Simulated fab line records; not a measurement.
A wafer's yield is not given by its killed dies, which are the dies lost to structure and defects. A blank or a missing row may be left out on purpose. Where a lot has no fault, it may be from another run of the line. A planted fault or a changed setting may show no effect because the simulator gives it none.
Matching of chambers :: flow n5Finfet :: N5_FIN_SAQP_HM_OPEN_73 on rieDiel-05 has 4 sister chambers
The step chemistry CHF3/O2, target SiO2, stops on a-Si, target depth 12 nm, time 16.8 s. 14 wafers are shown with their chamber, then 7 later ones without.

EACH WAFER AND ITS CHAMBER
wafer: L078.1
chamber: 3
rfVppV (V): 562
showerheadPlenumPTorr (Torr): 2.39
throttleValvePct (%): 18.64

wafer: L078.2
chamber: 2
rfVppV (V): 542
showerheadPlenumPTorr (Torr): 2.52
throttleValvePct (%): 18.76

wafer: L078.4
chamber: 1
rfVppV (V): 551
showerheadPlenumPTorr (Torr): 2.55
throttleValvePct (%): 18.46

wafer: L079.1
chamber: 0
rfVppV (V): 519
showerheadPlenumPTorr (Torr): 2.39
throttleValvePct (%): 18.84

wafer: L079.5
chamber: 3
rfVppV (V): 563
showerheadPlenumPTorr (Torr): 2.39
throttleValvePct (%): 18.63

wafer: L079.6
chamber: 0
rfVppV (V): 519
showerheadPlenumPTorr (Torr): 2.39
throttleValvePct (%): 18.83

wafer: L082.2
chamber: 1
rfVppV (V): 552
showerheadPlenumPTorr (Torr): 2.55
throttleValvePct (%): 18.48

wafer: L082.3
chamber: 3
rfVppV (V): 563
showerheadPlenumPTorr (Torr): 2.38
throttleValvePct (%): 18.64

wafer: L082.4
chamber: 2
rfVppV (V): 543
showerheadPlenumPTorr (Torr): 2.51
throttleValvePct (%): 18.78

wafer: L083.1
chamber: 3
rfVppV (V): 563
showerheadPlenumPTorr (Torr): 2.38
throttleValvePct (%): 18.66

wafer: L083.2
chamber: 2
rfVppV (V): 543
showerheadPlenumPTorr (Torr): 2.51
throttleValvePct (%): 18.79

wafer: L083.5
chamber: 0
rfVppV (V): 520
showerheadPlenumPTorr (Torr): 2.38
throttleValvePct (%): 18.87

wafer: L086.3
chamber: 3
rfVppV (V): 563
showerheadPlenumPTorr (Torr): 2.38
throttleValvePct (%): 18.66

wafer: L086.4
chamber: 0
rfVppV (V): 518
showerheadPlenumPTorr (Torr): 2.38
throttleValvePct (%): 18.86

SIGNATURES (averages over the wafers above)
reading: rfVppV
chamber 0: 519.00
chamber 1: 551.50
chamber 2: 542.67
chamber 3: 562.80
scatter within a chamber: 0.63

reading: showerheadPlenumPTorr
chamber 0: 2.3850
chamber 1: 2.5500
chamber 2: 2.5133
chamber 3: 2.3840
scatter within a chamber: 0.00535

reading: throttleValvePct
chamber 0: 18.8500
chamber 1: 18.4700
chamber 2: 18.7767
chamber 3: 18.6460
scatter within a chamber: 0.0154
Rule: distance of a wafer from a chamber = root of the sum over the readings of ((wafer's reading minus chamber's mean) / reading's scatter) squared. If the next closest chamber is less than 2 further off than the closest, the wafer can't be placed; otherwise it belongs to the closest. The scatter: the root of (the sum of the squares of (reading less its chamber's mean) over the shown wafers, divided by (wafers less chambers)).

WAFERS WITHOUT THEIR CHAMBER
wafer: L086.5
rfVppV (V): 519
showerheadPlenumPTorr (Torr): 2.38
throttleValvePct (%): 18.86

wafer: L087.2
rfVppV (V): 519
showerheadPlenumPTorr (Torr): 2.38
throttleValvePct (%): 18.88

wafer: L087.4
rfVppV (V): 544
showerheadPlenumPTorr (Torr): 2.51
throttleValvePct (%): 18.81

wafer: L087.5
rfVppV (V): 564
showerheadPlenumPTorr (Torr): 2.38
throttleValvePct (%): 18.68

wafer: L088.1
rfVppV (V): 544
showerheadPlenumPTorr (Torr): 2.51
throttleValvePct (%): 18.81

wafer: L088.2
rfVppV (V): 552
showerheadPlenumPTorr (Torr): 2.54
throttleValvePct (%): 18.49

wafer: L088.3
rfVppV (V): 563
showerheadPlenumPTorr (Torr): 2.38
throttleValvePct (%): 18.68

WHICH CHAMBER EACH ONE RAN IN
wafer: L086.5
from the rows above: 0
in truth: 0

wafer: L087.2
from the rows above: 0
in truth: 0

wafer: L087.4
from the rows above: 2
in truth: 2

wafer: L087.5
from the rows above: 3
in truth: 3

wafer: L088.1
from the rows above: 2
in truth: 2

wafer: L088.2
from the rows above: 1
in truth: 1

wafer: L088.3
from the rows above: 3
in truth: 3
Placed correctly: 7 of 7. Can't be placed from these rows: 0. Number placed wrongly: 0.
